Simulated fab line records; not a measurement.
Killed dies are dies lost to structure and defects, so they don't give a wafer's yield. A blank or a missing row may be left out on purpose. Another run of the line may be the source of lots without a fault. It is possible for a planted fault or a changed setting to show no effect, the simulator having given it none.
Which tool was responsible? / flow n5Finfet / Sampling: 12 lots, 36 wafers, 2 of 1938 route steps

## WHAT THE GAUGES READ, wafer by wafer
N5_BEOL_M8_CD_MEAS_11: the cd target is 38.5 nm.
lot=L074; measured=day 9 22:10; on=cdSem-03; cdNm (nm)=38.8 38.4 38.8
lot=L077; measured=day 10 05:23; on=cdSem-02; cdNm (nm)=38.4 38.8 38.7
lot=L079; measured=day 10 10:55; on=cdSem-03; cdNm (nm)=37.7 38.2 38.1
lot=L081; measured=day 11 07:21; on=cdSem-02; cdNm (nm)=38.3 38.2 38.8
lot=L083; measured=day 12 00:11; on=cdSem-01; cdNm (nm)=38.7 38.8 38.8
lot=L085; measured=day 12 11:34; on=cdSem-01; cdNm (nm)=38.5 38.2 38.3
lot=L088; measured=day 12 21:44; on=cdSem-02; cdNm (nm)=39.1 38.2 37.8
lot=L086; measured=day 13 02:00; on=cdSem-02; cdNm (nm)=38.6 38.6 38.7
lot=L092; measured=day 13 23:09; on=cdSem-03; cdNm (nm)=38.9 39.1 38.5
lot=L093; measured=day 14 02:23; on=cdSem-01; cdNm (nm)=39.4 38.8 39.0
lot=L094; measured=day 14 14:29; on=cdSem-03; cdNm (nm)=38.5 38.3 38.8
lot=L097; measured=day 15 00:48; on=cdSem-02; cdNm (nm)=38.3 38.3 38.7

## TOOL THAT RAN EACH LOT (tool first, then ch and the chambers of the sampled wafers, then the start)
lot=L074; N5_BEOL_M7_CURE_75=uvCure-02 ch 1, day 9 17:47
lot=L077; N5_BEOL_M7_CURE_75=uvCure-03 ch 2, day 10 00:07
lot=L079; N5_BEOL_M7_CURE_75=uvCure-03 ch 2, day 10 05:38
lot=L081; N5_BEOL_M7_CURE_75=uvCure-01 ch 2, day 11 02:07
lot=L083; N5_BEOL_M7_CURE_75=uvCure-03 ch 0, day 11 18:53
lot=L085; N5_BEOL_M7_CURE_75=uvCure-03 ch 2, day 12 08:02
lot=L088; N5_BEOL_M7_CURE_75=uvCure-02 ch 0, day 12 17:44
lot=L086; N5_BEOL_M7_CURE_75=uvCure-03 ch 1, day 12 21:43
lot=L092; N5_BEOL_M7_CURE_75=uvCure-03 ch 0, day 13 19:07
lot=L093; N5_BEOL_M7_CURE_75=uvCure-01 ch 2, day 13 22:47
lot=L094; N5_BEOL_M7_CURE_75=uvCure-02 ch 2, day 14 07:59
lot=L097; N5_BEOL_M7_CURE_75=uvCure-01 ch 1, day 14 20:49
- N5_BEOL_M7_CURE_75: cures SiCOH lowk, time 120 s.

## THE ANSWER, worked out from the rows above alone
Rule: usual is defined by the lots themselves. Put in order of their means at a reading, lots are off if they are a third of the lots or fewer, leave a main group of 4 or more, and stand apart from it by a gap of 3 or more times the standard deviation of the main group's means; of several such gaps the widest counts. The tables above print the reading to a certain number of digits; a main group whose means all agree to those digits is not used. A lot without any number at a reading at which 4 lots or more have one is off too. The other lots that the step has rows for count as sound.
None of the lots is off at any reading shown; this tells nothing.

## WHAT WAS PUT IN BY THE SIMULATOR
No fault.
